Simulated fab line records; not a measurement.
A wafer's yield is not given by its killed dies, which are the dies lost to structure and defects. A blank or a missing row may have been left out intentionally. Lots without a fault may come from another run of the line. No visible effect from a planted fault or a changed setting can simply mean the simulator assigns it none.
fab line records ; flow n5-finfet
[record] lots = 12; wafers = 32; last-day = 18
route steps=1938 shown FIN_SAQP@127 PASSIVATION@1936
lots that met no fault: taken from a fault-free run of the same line
start-h: start of the lot's first displayed wafer, in hours after the record's first day ; wait-h: hours elapsed since this lot's preceding step ; " identical to the entry in the row above ; L1.1+2: a single row standing in for several wafers ; - no value present, or no start provided ; * or withheld: withheld ; < > ~ a bound
route shown NAME@n: names a module that has steps shown in the file, with the first one's number in the route ; usual: mean and standard deviation over wafers with no fault ; same: alike in all rows ; chamber/n: place in a boat ; sites: per-site readings ; _std_site: standard deviation across them ; _edge_site: mean of outer sites minus mean of inner sites ; radius-mm: how far each site lies from the wafer's centre ; mask NAME#n: copy n ; behind: the last tool/chamber to shape the wafer ; hold: cause of the lot's hold/its duration in hours/its outcome ; device: transistor that didn't switch, given as n, p or np ; end of line: the tests these same wafers got at the end of their route ; where a step has no rows: the recipe by itself ; killed: at the first sort, the dies lost to defects and structure; wafer yield is something else ; map: a wafer's dies, marking killed ones x, the rest . and places with no die _
set.NAME: the setting as run; set.NAME@STEP: as run at that earlier step ; model.NAME: the simulator's own value behind a step, which no gauge read
route steps across a sampled set of lots; one table per step, one row per wafer
services: when a tool's chamber went out of use (start-h, in hours from the record's first day, below 0 if earlier), for how many hours, and the reason
[[steps]]
[step N5_FIN_SAQP_MANDREL1_REMOVE_56]
[recipe] chemistry = HBr/Cl2/O2; bt-time-s = 10; target = a-Si; stop-on = SiNx; endpoint = OES-SiCl; over-etch-frac = 1; icp-w = 600; bias-w = 22; HBr_flow_sccm = 150; Cl2_flow_sccm = 80; O2_flow_sccm = 5; pressure-mtorr = 10
[usual] drypump-motor-current-A = 5.6/0.41; oes-product-au = 1.000/0.019; throttle-valve-pct = 36.9/0.4
lot.wafer;tool;chamber;start-h;wait-h;drypump-motor-current-A;oes-product-au;rf-hours-counter-h;throttle-valve-pct
L322.3;rie-si-03;2;24.90;0.1;5.5;0.993;105;37.2
L322.4;rie-si-03;1;24.90;0.1;5.8;1.017;103;37.3
L322.5;rie-si-03;2;24.90;0.1;5.5;1.005;-;37.1
L324.1;rie-si-04;3;37.35;0.1;5.2;1.022;152;36.6
L324.2;rie-si-04;1;37.35;0.1;5.2;1.039;53;36.6
L324.5;rie-si-04;2;37.35;0.1;5.0;1.027;-;37.1
L326.1;rie-si-04;1;48.67;0.1;5.3;1.020;54;36.6
L326.4;rie-si-04;3;48.67;0.1;5.2;1.013;152;36.6
L326.5;rie-si-04;2;48.67;0.1;5.0;1.024;-;37.1
L327.1;rie-si-04;1;54.35;0.1;5.2;1.035;54;36.6
L327.3;rie-si-04;3;54.35;0.1;5.2;1.015;152;36.6
L328.4;rie-si-03;2;60.15;0.1;5.4;0.999;106;37.2
L328.5;rie-si-03;0;60.15;0.1;5.6;0.964;-;36.4
L333.2;rie-si-03;0;92.96;0.1;5.6;0.968;111;36.4
L333.3;rie-si-03;2;92.96;0.1;5.5;0.990;106;37.1
L333.5;rie-si-03;1;92.96;0.1;5.9;1.014;-;37.3
L334.2;rie-si-04;3;97.45;0.1;5.2;1.039;153;36.6
L334.3;rie-si-04;2;97.45;0.1;5.0;1.023;142;37.1
L334.6;rie-si-04;0;97.45;0.1;5.0;0.998;-;36.5
L336.2;rie-si-03;1;108.53;0.1;5.8;1.027;105;37.3
L336.3;rie-si-03;3;108.53;0.1;5.8;1.000;130;37.2
L337.1;rie-si-03;0;115.86;0.1;5.7;0.966;112;36.4
L337.3;rie-si-03;1;115.86;0.1;5.8;1.022;105;37.3
L337.5;rie-si-03;1;115.86;0.1;5.8;1.019;-;37.3
L339.1;rie-si-05;3;126.92;0.1;5.4;0.982;43;37.6
L339.5;rie-si-05;0;126.92;0.1;6.0;0.994;-;36.3
L341.2;rie-si-05;2;138.63;0.1;6.6;0.996;29;37.3
L341.3;rie-si-05;1;138.63;0.1;5.8;1.003;97;36.8
L341.6;rie-si-05;1;138.63;0.1;5.8;0.990;-;36.8
L345.2;rie-si-04;3;162.51;0.1;5.2;1.027;154;36.6
L345.3;rie-si-04;0;162.51;0.1;5.0;1.010;5;36.5
L345.6;rie-si-04;1;162.51;0.1;5.2;1.024;-;36.6
[step N5_FIN_SAQP_CD_MEAS_27]
[recipe] target-cd-nm = 20; landing-energy-ev = 1000; detector = se-inlens; polarity = line
[usual] cd-nm = 20.32/0.25
lot.wafer;tool;chamber;start-h;wait-h;cd-nm
L322.3;cd-sem-02;0;25.02;0.1;20.68
L322.4;cd-sem-02;0;25.02;0.1;20.25
L322.5;cd-sem-02;0;25.02;0.1;20.02
L324.1;cd-sem-03;0;37.46;0.1;20.27
L324.2;cd-sem-03;0;37.46;0.1;20.55
L324.5;cd-sem-03;0;37.46;0.1;20.24
L326.1;cd-sem-01;0;48.78;0.1;20.60
L326.4;cd-sem-01;0;48.78;0.1;20.72
L326.5;cd-sem-01;0;48.78;0.1;20.50
L327.1;cd-sem-03;0;54.46;0.1;20.65
L327.3;cd-sem-03;0;54.46;0.1;20.34
L328.4;cd-sem-03;0;60.27;0.1;19.88
L328.5;cd-sem-03;0;60.27;0.1;19.89
L333.2;cd-sem-01;0;93.07;0.1;20.67
L333.3;cd-sem-01;0;93.07;0.1;20.09
L333.5;cd-sem-01;0;93.07;0.1;20.66
L334.2;cd-sem-02;0;97.56;0.1;20.35
L334.3;cd-sem-02;0;97.56;0.1;20.19
L334.6;cd-sem-02;0;97.56;0.1;20.07
L336.2;cd-sem-01;0;108.64;0.1;20.51
L336.3;cd-sem-01;0;108.64;0.1;20.52
L337.1;cd-sem-01;0;115.97;0.1;20.10
L337.3;cd-sem-01;0;115.97;0.1;20.06
L337.5;cd-sem-01;0;115.97;0.1;20.48
L339.1;cd-sem-03;0;127.03;0.1;20.34
L339.5;cd-sem-03;0;127.03;0.1;20.32
L341.2;cd-sem-01;0;138.74;0.1;20.16
L341.3;cd-sem-01;0;138.74;0.1;20.13
L341.6;cd-sem-01;0;138.74;0.1;19.96
L345.2;cd-sem-01;0;162.62;0.1;20.20
L345.3;cd-sem-01;0;162.62;0.1;20.34
L345.6;cd-sem-01;0;162.62;0.1;19.95
[step N5_FIN_SAQP_MANDREL_ETCH_58]
[recipe] chemistry = HBr/Cl2; target = a-Si; target-depth-a = 450; bt-time-s = 10; stop-on = SiNx; mask-material = SiO2; over-etch-frac = 0.8; time-s = 27; pressure-mtorr = 10; icp-w = 800; bias-w = 75; HBr_flow_sccm = 150; Cl2_flow_sccm = 80; ends = end-point
[usual] drypump-motor-current-A = 5.6/0.45; oes-product-au = 0.697/0.014; throttle-valve-pct = 35.8/0.39
lot.wafer;tool;chamber;start-h;wait-h;drypump-motor-current-A;oes-product-au;rf-hours-counter-h;throttle-valve-pct
L322.3;rie-si-05;1;25.20;0.0;5.8;0.699;95;35.7
L322.4;rie-si-05;2;25.20;0.0;6.6;0.691;27;36.1
L322.5;rie-si-05;3;25.20;0.0;5.4;0.669;-;36.4
L324.1;rie-si-05;0;37.84;0.0;6.0;0.696;61;35.2
L324.2;rie-si-05;1;37.84;0.0;5.8;0.697;95;35.7
L324.5;rie-si-05;1;37.84;0.0;5.8;0.700;-;35.7
L326.1;rie-si-03;1;48.97;0.0;5.8;0.702;103;36.2
L326.4;rie-si-03;0;48.97;0.0;5.7;0.680;111;35.3
L326.5;rie-si-03;2;48.97;0.0;5.5;0.697;-;36.0
L327.1;rie-si-03;3;54.64;0.0;5.8;0.708;129;36.0
L327.3;rie-si-03;2;54.64;0.0;5.5;0.688;106;36.0
L328.4;rie-si-05;0;60.45;0.0;6.0;0.708;62;35.2
L328.5;rie-si-05;3;60.45;0.0;5.4;0.676;-;36.4
L333.2;rie-si-05;0;93.26;0.0;6.0;0.700;63;35.2
L333.3;rie-si-05;1;93.26;0.0;5.8;0.700;96;35.7
L333.5;rie-si-05;1;93.26;0.0;5.8;0.692;-;35.7
L334.2;rie-si-05;2;97.78;0.0;6.6;0.700;28;36.1
L334.3;rie-si-05;0;97.78;0.0;6.1;0.697;63;35.2
L334.6;rie-si-05;2;97.78;0.0;6.6;0.705;-;36.1
L336.2;rie-si-04;2;108.83;0.0;5.0;0.716;143;36.0
L336.3;rie-si-04;3;108.83;0.0;5.2;0.722;153;35.5
L337.1;rie-si-05;1;116.23;0.0;5.8;0.695;96;35.7
L337.3;rie-si-05;2;116.23;0.0;6.6;0.699;28;36.1
L337.5;rie-si-05;0;116.23;0.0;6.0;0.711;-;35.2
L339.1;rie-si-03;1;127.22;0.0;5.8;0.707;105;36.2
L339.5;rie-si-03;0;127.22;0.0;5.7;0.677;-;35.3
L341.2;rie-si-03;1;138.93;0.0;5.8;0.705;105;36.1
L341.3;rie-si-03;2;138.93;0.0;5.5;0.695;107;36.0
L341.6;rie-si-03;3;138.93;0.0;5.8;0.702;-;36.0
L345.2;rie-si-03;1;162.81;0.0;5.8;0.702;106;36.2
L345.3;rie-si-03;3;162.81;0.0;5.8;0.695;131;36.0
L345.6;rie-si-03;1;162.81;0.0;5.8;0.710;-;36.2
[step N5_FIN_SAQP_RECESS_71]
[recipe] chemistry = HF/NH3; target = SiO2; target-depth-a = 30; afs-cycles = 1; temp-c = 30; sublimation-temp-c = 180; sublimation-time-s = 60
[usual] drypump-motor-current-A = 6.12/0.26
lot.wafer;tool;chamber;start-h;wait-h;drypump-motor-current-A
L322.3;vapor-etch-02;1;25.93;0.1;6.12
L322.4;vapor-etch-02;0;25.93;0.1;5.91
L322.5;vapor-etch-02;1;25.93;0.1;6.14
L324.1;vapor-etch-01;0;38.54;0.0;5.86
L324.2;vapor-etch-01;1;38.54;0.0;6.56
L324.5;vapor-etch-01;0;38.54;0.0;5.88
L326.1;vapor-etch-01;1;49.66;0.0;6.53
L326.4;vapor-etch-01;1;49.66;0.0;6.55
L326.5;vapor-etch-01;0;49.66;0.0;5.89
L327.1;vapor-etch-02;1;55.44;0.2;6.14
L327.3;vapor-etch-02;0;55.44;0.2;5.88
L328.4;vapor-etch-01;0;61.18;0.1;5.87
L328.5;vapor-etch-01;1;61.18;0.1;6.56
L333.2;vapor-etch-02;0;93.95;0.0;5.98
L333.3;vapor-etch-02;0;93.95;0.0;5.95
L333.5;vapor-etch-02;1;93.95;0.0;6.13
L334.2;vapor-etch-01;0;98.47;0.0;5.88
L334.3;vapor-etch-01;0;98.47;0.0;5.89
L334.6;vapor-etch-01;1;98.47;0.0;6.57
L336.2;vapor-etch-02;0;109.52;0.0;6.01
L336.3;vapor-etch-02;0;109.52;0.0;5.95
L337.1;vapor-etch-02;0;116.93;0.0;5.95
L337.3;vapor-etch-02;0;116.93;0.0;5.94
L337.5;vapor-etch-02;1;116.93;0.0;6.16
L339.1;vapor-etch-01;1;128.10;0.0;6.58
L339.5;vapor-etch-01;1;128.10;0.0;6.57
L341.2;vapor-etch-02;1;139.62;0.0;6.14
L341.3;vapor-etch-02;0;139.62;0.0;5.99
L341.6;vapor-etch-02;1;139.62;0.0;6.14
L345.2;vapor-etch-02;1;163.51;0.0;6.14
L345.3;vapor-etch-02;1;163.51;0.0;6.14
L345.6;vapor-etch-02;0;163.51;0.0;5.95
[step N5_FIN_SAQP_HM_OPEN_33]
[recipe] chemistry = CH3F/O2; target = SiNx; mask-material = SiO2; target-depth-a = 494; time-s = 70.6; pressure-mtorr = 30; source-w = 395; bias-w = 73; Ar_flow_sccm = 150; CH3F_flow_sccm = 30; O2_flow_sccm = 20; ion-energy-ev = 120; ends = cleared
[usual] drypump-motor-current-A = 5.7/0.45; etch-rf-on-time-s = 68.6/1.9; oes-product-au = 0.66/0.084; rf-vpp-V = 298/5.3; showerhead-plenum-p-Torr = 1.98/0.038; throttle-valve-pct = 16.39/0.28
lot.wafer;tool;chamber;start-h;wait-h;drypump-motor-current-A;etch-rf-on-time-s;oes-product-au;rf-hours-counter-h;rf-vpp-V;showerhead-plenum-p-Torr;throttle-valve-pct
L322.3;rie-diel-01;0;26.84;0.2;4.8;69.1;0.62;173;300;2.00;16.71
L322.4;rie-diel-01;2;26.84;0.2;5.8;72.6;0.57;235;297;1.97;16.66
L322.5;rie-diel-01;3;26.84;0.2;6.1;69.4;0.78;-;294;1.96;15.84
L324.1;rie-diel-01;1;39.63;0.1;6.4;69.8;0.60;204;292;1.98;16.50
L324.2;rie-diel-01;0;39.63;0.1;4.8;67.5;0.63;177;299;2.00;16.71
L324.5;rie-diel-01;0;39.63;0.1;4.8;68.8;0.63;-;300;2.00;16.71
L326.1;rie-diel-03;0;50.38;0.0;5.2;67.4;0.64;147;301;1.92;16.27
L326.4;rie-diel-03;2;50.38;0.0;5.8;71.1;0.61;211;299;1.92;16.69
L326.5;rie-diel-03;2;50.38;0.0;5.8;69.2;0.61;-;300;1.92;16.68
L327.1;rie-diel-06;2;56.23;0.0;4.9;66.1;0.86;6;307;2.04;16.35
L327.3;rie-diel-06;1;56.23;0.0;5.8;66.2;0.62;179;301;1.98;16.46
L328.4;rie-diel-06;1;61.98;0.2;5.7;68.6;0.62;180;301;1.98;16.46
L328.5;rie-diel-06;0;61.98;0.2;5.7;69.5;0.71;-;294;1.95;16.03
L333.2;rie-diel-03;1;95.03;0.1;5.9;69.1;0.58;247;299;2.04;16.23
L333.3;rie-diel-03;2;95.03;0.1;5.8;70.2;0.60;226;301;1.91;16.72
L333.5;rie-diel-03;1;95.03;0.1;5.9;70.7;0.58;-;301;2.04;16.22
L334.2;rie-diel-01;2;99.18;0.0;5.8;70.5;0.83;1;296;1.97;16.25
L334.3;rie-diel-01;0;99.18;0.0;4.8;68.3;0.61;199;300;2.00;16.77
L334.6;rie-diel-01;0;99.18;0.0;4.8;68.8;0.60;-;300;2.00;16.74
L336.2;rie-diel-01;1;110.23;0.0;6.3;69.9;0.58;229;290;1.97;16.54
L336.3;rie-diel-01;3;110.23;0.0;6.1;67.4;0.74;51;294;1.95;15.90
L337.1;rie-diel-03;0;117.67;0.0;5.2;67.1;0.63;170;301;1.92;16.29
L337.3;rie-diel-03;3;117.67;0.0;5.8;67.9;0.70;80;286;2.03;16.44
L337.5;rie-diel-03;0;117.67;0.0;5.2;69.5;0.62;-;301;1.92;16.31
L339.1;rie-diel-06;0;128.97;0.2;5.7;67.2;0.69;99;296;1.94;16.07
L339.5;rie-diel-06;0;128.97;0.2;5.7;68.2;0.69;-;293;1.94;16.07
L341.2;rie-diel-01;1;140.33;0.0;6.3;71.3;0.58;239;291;1.97;16.56
L341.3;rie-diel-01;3;140.33;0.0;6.1;68.2;0.73;59;294;1.95;15.91
L341.6;rie-diel-01;1;140.33;0.0;6.3;59.1;0.58;-;290;1.97;16.56
L345.2;rie-diel-06;1;164.23;0.0;5.7;64.7;0.59;215;301;1.97;16.51
L345.3;rie-diel-06;0;164.23;0.0;5.7;65.6;0.68;114;295;1.94;16.11
L345.6;rie-diel-06;1;164.23;0.0;5.8;51.7;0.60;-;302;1.97;16.53
[step N5_PASSIVATION_PROBE_49]
[usual] killed_at_M0_to_M3 = 35/11; killed_at_M4_up = 14/5.4; killed-at-contacts = 13/6; killed-at-front-end = 38/11; killed-at-other = 3.4/2.6; killed-dies = 104/19; killed-open = 68/13; killed-short = 34/8.5
[same] gross-dies = 1180; killed-at-back-side = 0
lot.wafer;tool;chamber;start-h;wait-h;killed_at_M0_to_M3;killed_at_M4_up;killed-at-contacts;killed-at-front-end;killed-at-other;killed-dies;killed-open;killed-short
L339.1;prober-01;-;410.23;0.0;22;11;26;53;5;117;69;41
// killed by level:class
L339.1 MOL_CONTACT_COAG:geometric-particle:open=22 STI_FIN_REVEAL:geometric-particle:open=13 FIN_SAQP:geometric-particle:short=8 STI_FIN_REVEAL:geometric-particle:short=7 BEOL_M0_SAQP:geometric-particle:open=7 GATE_CUT:geometric-particle:short=6 HKMG_FIN:area-etch=6 BEOL_M2:geometric-particle:open=5
[[services]]
tool;chamber;start-h;hours;kind
rie-diel-06;2;14.77;-;clean
rie-diel-06;2;14.77;-;consumable-replace:focus-ring
rie-diel-06;2;14.77;21.9;scheduled-down
rie-diel-06;2;14.77;21.9;vent-cycle
rie-diel-03;2;20.41;8.1;repair
rie-si-05;-;24.68;0.4;repair
rie-si-03;1;36.44;6.0;repair
rie-diel-01;-;36.51;0.7;repair
rie-si-03;-;67.54;0.3;repair
rie-diel-01;2;75.48;-;clean
rie-diel-01;2;75.48;-;consumable-replace:focus-ring
rie-diel-01;2;75.48;20.9;scheduled-down
rie-diel-01;2;75.48;20.9;vent-cycle
rie-diel-06;0;76.12;3.5;repair
rie-si-05;2;91.24;4.4;repair
rie-diel-03;1;104.01;-;clean
rie-diel-03;1;104.01;-;consumable-replace:focus-ring
rie-diel-06;2;127.22;13.3;repair
rie-diel-01;3;129.40;7.0;repair
rie-diel-06;1;153.08;4.2;repair
rie-diel-01;1;162.13;-;clean
rie-diel-01;1;162.13;-;consumable-replace:focus-ring
rie-diel-01;1;162.13;17.2;scheduled-down
rie-diel-01;1;162.13;17.2;vent-cycle
[[key]]
[first-sign] step = N5_FIN_SAQP_HM_OPEN_33; reading = etch-rf-on-time-s; direction = down; sigmas = 6.8; usual = *; struck = *
effect none on later readings
met-at N5_FIN_SAQP_MANDREL_ETCH_58
struck-lots L341,L345
struck-wafers L341.6,L345.6
tester-left-out L341,L345
not-acting-at N5_FIN_SAQP_MANDREL1_REMOVE_56,N5_FIN_SAQP_CD_MEAS_27,N5_FIN_SAQP_RECESS_71
onset-between 127.22 138.93
[fault] kind = process-parameter-drift; tool = rie-si-03; chamber = -; onset-h = 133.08; steps = N5_FIN_SAQP_MANDREL_ETCH_58; channel = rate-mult; offset = 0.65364; shape = step; end-h = 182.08; scope = struck-wafers-only
// tester-left-out: of these lots the tester's yield and bins aren't shown, on N5 and GAA mostly nor the transistor test; their killed dies are dies lost to structure and defects alone, not to doping, threshold or leakage, so they don't give the yield
